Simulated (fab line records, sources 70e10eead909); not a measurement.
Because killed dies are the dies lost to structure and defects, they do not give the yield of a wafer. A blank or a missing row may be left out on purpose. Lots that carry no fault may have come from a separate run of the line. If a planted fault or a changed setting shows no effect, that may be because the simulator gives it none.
Struck lot and sound lot, side by side ; flow nand harc ; 14 steps out of a route of 1302
Sound: wafers L105.1, L105.4, L105.5. Wafers struck: L121.1, L121.2, L121.3. Last of all comes the cause.
At each step with rows: each side's tool, then ch and its chambers, then its first start. Under that, the readings that differ: sound wafers ; struck wafers ; difference of the means ; sigmas: that difference in standard deviations of wafers without a fault.
alike: a reading whose means differ by less than 2 such deviations, as well as words and numbers matching on both sides. not compared: withheld readings; readings where some wafer has no value; bounds like >300 that might hide an equal value; numbers whose values overlap and for which the record gives no deviation.
A row with sigmas, a row that says differs or no value, or rows on one side alone: a step with any of these is where the two part. Non-overlapping numbers with no deviation appear without sigmas and do not part them. Lack of a reading on every wafer of one side parts them only where that side has two or more wafers.

NHARC_A_ONON_D2_THK_MEAS_02: measures by ellipsometry.
  sound: film metro-02 at day 15 16:52; struck: film metro-02 at day 21 21:34
reading;sound;struck;difference;sigmas
thk nm (nm);989 990 988;1012 1009 1008;+21;+3
following that, 1 step holds no rows for these wafers, namely NHARC_A_ONON_D2_DEP_03 (target thickness 1000 nm).
NHARC_A_ONON_D2_THK_MEAS_05: measures by ellipsometry.
  sound: film metro-01 at day 15 17:26; struck: film metro-02 at day 21 22:07
  alike: thk nm
following that, 1 step holds no rows for these wafers, namely NHARC_A_ONON_D2_DEP_06 (target thickness 1000 nm).
NHARC_A_ONON_D2_THK_MEAS_08: measures by ellipsometry.
  sound: film metro-02 at day 15 18:00; struck: film metro-01 at day 21 22:40
  alike: thk nm
following that, 1 step holds no rows for these wafers, namely NHARC_A_ONON_D2_DEP_09 (target thickness 1000 nm).
NHARC_A_ONON_D2_THK_MEAS_11: measures by ellipsometry.
  sound: film metro-01 at day 15 18:34; struck: film metro-01 at day 21 23:14
  alike: thk nm
following that, 1 step holds no rows for these wafers, namely NHARC_A_ONON_D2_DEP_12 (target thickness 1000 nm).
NHARC_A_ONON_D2_THK_MEAS_14: measures by ellipsometry.
  sound: film metro-02 at day 15 19:08; struck: film metro-01 at day 21 23:48
  alike: thk nm
then, 2 steps without rows for these wafers: NHARC_A_ONON_D2_ANNEAL_15 (time 3600 s); NHARC_A_ONON_D2_DEP_16 (target thk 1000 nm).
NHARC_A_ONON_D2_THK_MEAS_18: measures by ellipsometry.
  sound: film metro-01 at day 16 02:29; struck: film metro-01 at day 22 07:11
  alike: thk nm
NHARC_A_ONON_D2_DEP_19: target thk 1000 nm.
  sound on pecvd onon-03 ch 0, day 16 02:32; struck on pecvd onon-03, day 22 07:14
  no value came back on the struck wafers for n2 flow sccm (sccm), n2o flow sccm (sccm); on the sound wafers n2 flow sccm (sccm) reads 2750 2750 2757
-- break in the record here, with 12 days between the starts of the struck wafers on either side (left off in module A_ONON_D2, picked up again in module END, where the first step shown is number 1302 on the route) --
NHARC_END_SORT_01:
  sound on prober-02 ch 0, day 27 19:31; struck on prober-01 ch 0, day 33 20:08
reading;sound;struck;difference;sigmas
killed at array;51 57;669 671 671;+616;+34
killed at other;0 0;2 4 4;+3;+2
killed dies;60 61;677 677 677;+616;+32
  alike: killed at periphery, killed open, killed short

WHERE THEY PART
Last at NHARC_END_SORT_01 as far as this record goes, first at NHARC_A_ONON_D2_THK_MEAS_02.

WHY: what had been put in by the simulator
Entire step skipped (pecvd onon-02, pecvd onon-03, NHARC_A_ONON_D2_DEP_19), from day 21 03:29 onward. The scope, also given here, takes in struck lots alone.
